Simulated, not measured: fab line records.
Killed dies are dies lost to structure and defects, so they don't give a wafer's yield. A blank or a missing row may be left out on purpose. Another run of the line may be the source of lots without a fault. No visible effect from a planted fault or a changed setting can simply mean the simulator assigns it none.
Split-lot experiment / flow n5-finfet / 21 wafers read across 7 lots, on a route 1938 steps long

== ON THE SPLIT ==
At N5_SDB_COAT_05 (resist thk 90 nm), the setting spin-rpm was moved away from the recipe's 1500 rpm on 3 of the 21 wafers read, by +6.2% to +8.4%. For the rest of the wafers, this setting stayed at what the recipe calls for.

The reading comes from the split's own step.

== THE READING ==
CAR-ArF_of_SDB_COAT_05.thk-nm (the simulator's own value, which no gauge read), in nm, at N5_SDB_COAT_05 (resist thk 90 nm). The file does not state a usual value for it. Across the 18 wafers here that went through the recipe, the average is 90.2 nm and the standard deviation 0.23 nm.

wafer=L074.2; tool, chamber at the split=litho-track-05, 0; spin-rpm as run, rpm=1500; against the recipe=recipe; CAR-ArF_of_SDB_COAT_05.thk-nm, nm=90; against lot-mates on the recipe=-
wafer=L074.5; tool, chamber at the split=litho-track-05, 0; spin-rpm as run, rpm=1500; against the recipe=recipe; CAR-ArF_of_SDB_COAT_05.thk-nm, nm=90; against lot-mates on the recipe=-
wafer=L074.6; tool, chamber at the split=litho-track-05, 0; spin-rpm as run, rpm=1500; against the recipe=recipe; CAR-ArF_of_SDB_COAT_05.thk-nm, nm=90; against lot-mates on the recipe=-
wafer=L079.1; tool, chamber at the split=litho-track-05, 0; spin-rpm as run, rpm=1500; against the recipe=recipe; CAR-ArF_of_SDB_COAT_05.thk-nm, nm=90.4; against lot-mates on the recipe=-
wafer=L079.2; tool, chamber at the split=litho-track-05, 0; spin-rpm as run, rpm=1500; against the recipe=recipe; CAR-ArF_of_SDB_COAT_05.thk-nm, nm=90.4; against lot-mates on the recipe=-
wafer=L079.6; tool, chamber at the split=litho-track-05, 0; spin-rpm as run, rpm=1500; against the recipe=recipe; CAR-ArF_of_SDB_COAT_05.thk-nm, nm=90.2; against lot-mates on the recipe=-
wafer=L080.1; tool, chamber at the split=litho-track-01, 0; spin-rpm as run, rpm=1500; against the recipe=recipe; CAR-ArF_of_SDB_COAT_05.thk-nm, nm=90; against lot-mates on the recipe=-
wafer=L080.4; tool, chamber at the split=litho-track-01, 0; spin-rpm as run, rpm=1500; against the recipe=recipe; CAR-ArF_of_SDB_COAT_05.thk-nm, nm=89.6; against lot-mates on the recipe=-
wafer=L080.5; tool, chamber at the split=litho-track-01, 0; spin-rpm as run, rpm=1608; against the recipe=+7.2%; CAR-ArF_of_SDB_COAT_05.thk-nm, nm=87; against lot-mates on the recipe=-2.8
wafer=L084.1; tool, chamber at the split=litho-track-02, 0; spin-rpm as run, rpm=1500; against the recipe=recipe; CAR-ArF_of_SDB_COAT_05.thk-nm, nm=90.4; against lot-mates on the recipe=-
wafer=L084.3; tool, chamber at the split=litho-track-02, 0; spin-rpm as run, rpm=1500; against the recipe=recipe; CAR-ArF_of_SDB_COAT_05.thk-nm, nm=90.4; against lot-mates on the recipe=-
wafer=L084.6; tool, chamber at the split=litho-track-02, 0; spin-rpm as run, rpm=1500; against the recipe=recipe; CAR-ArF_of_SDB_COAT_05.thk-nm, nm=90.4; against lot-mates on the recipe=-
wafer=L087.4; tool, chamber at the split=litho-track-01, 0; spin-rpm as run, rpm=1500; against the recipe=recipe; CAR-ArF_of_SDB_COAT_05.thk-nm, nm=90.2; against lot-mates on the recipe=-
wafer=L087.5; tool, chamber at the split=litho-track-01, 0; spin-rpm as run, rpm=1500; against the recipe=recipe; CAR-ArF_of_SDB_COAT_05.thk-nm, nm=90; against lot-mates on the recipe=-
wafer=L087.6; tool, chamber at the split=litho-track-01, 0; spin-rpm as run, rpm=1626; against the recipe=+8.4%; CAR-ArF_of_SDB_COAT_05.thk-nm, nm=86.4; against lot-mates on the recipe=-3.7
wafer=L088.2; tool, chamber at the split=litho-track-02, 0; spin-rpm as run, rpm=1500; against the recipe=recipe; CAR-ArF_of_SDB_COAT_05.thk-nm, nm=90.2; against lot-mates on the recipe=-
wafer=L088.4; tool, chamber at the split=litho-track-02, 0; spin-rpm as run, rpm=1500; against the recipe=recipe; CAR-ArF_of_SDB_COAT_05.thk-nm, nm=90.4; against lot-mates on the recipe=-
wafer=L088.5; tool, chamber at the split=litho-track-02, 0; spin-rpm as run, rpm=1500; against the recipe=recipe; CAR-ArF_of_SDB_COAT_05.thk-nm, nm=90; against lot-mates on the recipe=-
wafer=L091.1; tool, chamber at the split=litho-track-02, 0; spin-rpm as run, rpm=1593; against the recipe=+6.2%; CAR-ArF_of_SDB_COAT_05.thk-nm, nm=87.6; against lot-mates on the recipe=-2.8
wafer=L091.2; tool, chamber at the split=litho-track-02, 0; spin-rpm as run, rpm=1500; against the recipe=recipe; CAR-ArF_of_SDB_COAT_05.thk-nm, nm=90.4; against lot-mates on the recipe=-
wafer=L091.4; tool, chamber at the split=litho-track-02, 0; spin-rpm as run, rpm=1500; against the recipe=recipe; CAR-ArF_of_SDB_COAT_05.thk-nm, nm=90.4; against lot-mates on the recipe=-

FIT RESULTS
A straight line over all 21 wafers: CAR-ArF_of_SDB_COAT_05.thk-nm changes by -0.441 nm for each +1% of spin-rpm; r = -0.98; the points scatter about the line by 0.22 nm.
The same after taking each lot's own level away (the mean of its wafers on the recipe; 21 wafers): -0.426 nm for each +1%; r = -0.99; scatter 0.13 nm.
According to that fit, moving spin-rpm by its largest amount changes the reading by 3.6 nm.
Measured against the standard deviation above, the lots' own levels, which go from 89.80 to 90.40 nm, span 2.7 times it.
Consequently the slope shifts little with the lot-to-lot level, the two slopes agreeing.
Check: -3.49 nm against its lot-mates is what the line predicts for one of the wafers moved furthest among these (+8.4%) when that wafer is left out of the fit. Against them it came out at -3.7 nm.

== THESE WAFERS: OTHER SPLITS ==
These wafers also went through other splits before the reading. Each is held against what the fit with the lots' levels taken away leaves over:
other split on the same wafers=N5_PMOS_HMC_CHANNEL_EPI_PEB_07 peb-time-s; wafers away from the commonest value=5; r with CAR-ArF_of_SDB_COAT_05.thk-nm (lot level and that fit taken away)=+0.19
other split on the same wafers=N5_FIN_CUT_COAT_19 spin-rpm; wafers away from the commonest value=8; r with CAR-ArF_of_SDB_COAT_05.thk-nm (lot level and that fit taken away)=-0.24
other split on the same wafers=N5_FIN_CUT_COAT_02 spin-rpm; wafers away from the commonest value=5; r with CAR-ArF_of_SDB_COAT_05.thk-nm (lot level and that fit taken away)=-0.20
other split on the same wafers=N5_SD_EPI_N_COAT_33 spin-rpm; wafers away from the commonest value=5; r with CAR-ArF_of_SDB_COAT_05.thk-nm (lot level and that fit taken away)=-0.19
other split on the same wafers=N5_SD_EPI_N_DESCUM_14 time-s; wafers away from the commonest value=11; r with CAR-ArF_of_SDB_COAT_05.thk-nm (lot level and that fit taken away)=-0.04

== FILE'S OWN FIT ==
CAR-ArF_of_SDB_COAT_05.thk-nm changes by -0.427 nm for each +1% of spin-rpm, r = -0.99.
